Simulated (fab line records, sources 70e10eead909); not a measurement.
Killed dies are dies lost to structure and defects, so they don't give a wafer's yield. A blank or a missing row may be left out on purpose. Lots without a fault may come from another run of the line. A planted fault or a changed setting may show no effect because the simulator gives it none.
Chamber matching | flow nand_harc | NHARC_A_CHANNEL_FILL_D1_ALD_02 on ald_hk-03: 4 sister chambers
The step deposits SiO2, target thk 6 nm, pulse time 10 s, ald cycles 60. 14 wafers are shown with their chamber, then 7 later ones without.

WAFERS WITH THEIR CHAMBER
wafer  | chamber | heater_power_w (W) | precursor_pulse_height_rel
L079.1 | 3       | 455                | 0.981
L079.4 | 2       | 500                | 0.989
L079.6 | 0       | 324                | 0.983
L083.1 | 2       | 485                | 0.993
L083.2 | 0       | 316                | 1.018
L083.5 | 1       | 440                | 1.010
L082.2 | 3       | 455                | 1.006
L082.3 | 2       | 489                | 1.030
L082.4 | 1       | 437                | 0.994
L088.1 | 0       | 319                | 0.990
L088.2 | 1       | 439                | 1.038
L088.4 | 3       | 465                | 1.011
L093.1 | 2       | 504                | 0.967
L093.4 | 1       | 451                | 1.014

SIGNATURES (means of the wafers above)
reading                    | chamber 0 | chamber 1 | chamber 2 | chamber 3 | scatter within a chamber
heater_power_w             | 319.67    | 441.75    | 494.50    | 458.33    | 6.78
precursor_pulse_height_rel | 0.99700   | 1.01400   | 0.99475   | 0.99933   | 0.0206
Rule: a wafer's distance from a chamber is the root of the sum, over the readings, of the square of ((its reading less the chamber's mean) divided by the reading's scatter). The wafer belongs to the nearest chamber; if the next one is less than 2 further off, it can't be placed. The scatter: the root of (the sum of the squares of (reading less its chamber's mean) over the shown wafers, divided by (wafers less chambers)).

WAFERS WITHOUT THEIR CHAMBER
wafer  | heater_power_w (W) | precursor_pulse_height_rel
L093.5 | 328                | 1.008
L095.2 | 454                | 0.963
L095.5 | 327                | 1.016
L095.6 | 438                | 1.001
L094.2 | 453                | 0.949
L094.4 | 460                | 0.994
L094.6 | 503                | 0.991

WHICH CHAMBER EACH WENT THROUGH
wafer  | from the rows above     | in truth
L093.5 | 0                       | 0
L095.2 | can't be placed: 3 or 1 | 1
L095.5 | 0                       | 0
L095.6 | 1                       | 1
L094.2 | can't be placed: 3 or 1 | 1
L094.4 | 3                       | 3
L094.6 | 2                       | 2
Placed correctly: 5 of 7. Can't be placed from these rows: 2 (the true chamber is among the candidates in 2). Placed wrongly: 0.
